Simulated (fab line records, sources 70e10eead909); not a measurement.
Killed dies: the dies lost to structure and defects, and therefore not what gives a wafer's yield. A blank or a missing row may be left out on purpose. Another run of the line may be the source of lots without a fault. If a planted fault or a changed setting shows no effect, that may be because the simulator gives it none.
Matching of chambers	flow nand_harc	pecvd-01 running NHARC_A_CHANNEL_HOLE_D1_DEP_01: 3 sister chambers
The step deposits SiON, target thk 140 nm. 20 wafers are shown with their chamber, then 10 later ones without.

== WAFERS, EACH WITH ITS CHAMBER ==
wafer	chamber	heater_power_w (W)
L075.1	0	729
L075.3	1	868
L075.5	2	836
L076.2	1	827
L076.4	1	813
L076.5	2	830
L077.2	1	878
L077.3	0	692
L077.6	2	853
L077.1	2	835
L077.4	0	711
L077.5	1	883
L084.3	1	819
L084.4	2	806
L084.5	1	812
L085.1	2	775
L085.2	1	752
L085.6	0	721
L086.2	1	898
L086.3	0	738

SIGNATURES (means of the wafers above)
reading	chamber 0	chamber 1	chamber 2	scatter within a chamber
heater_power_w	718.20	838.89	822.50	36.3
Rule: for a wafer and a chamber, the distance is found by dividing, reading by reading, the gap between the wafer's reading and the chamber's mean by the reading's scatter, squaring, summing and taking the root. If the next closest chamber is less than 2 further off than the closest, the wafer can't be placed; otherwise it belongs to the closest. How the scatter is found: for the shown wafers, subtract from each reading the mean of its chamber, square and add these, divide the total by (wafers less chambers), then take the root.

== WAFERS WITH NO CHAMBER GIVEN ==
wafer	heater_power_w (W)
L086.5	826
L087.3	731
L087.5	823
L087.6	731
L093.1	667
L093.2	778
L093.4	799
L095.2	852
L095.3	716
L095.6	861

== WHICH CHAMBER EACH WENT THROUGH ==
wafer	from the rows above	in truth
L086.5	can't be placed: 2 or 1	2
L087.3	0	0
L087.5	can't be placed: 2 or 1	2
L087.6	0	0
L093.1	0	0
L093.2	can't be placed: 2 or 0 or 1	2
L093.4	can't be placed: 2 or 1 or 0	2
L095.2	can't be placed: 1 or 2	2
L095.3	0	0
L095.6	can't be placed: 1 or 2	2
Correct placement for 4 of the 10. Not placeable from these rows: 6 (in 6, the candidates include the true chamber). Wrongly placed: 0.
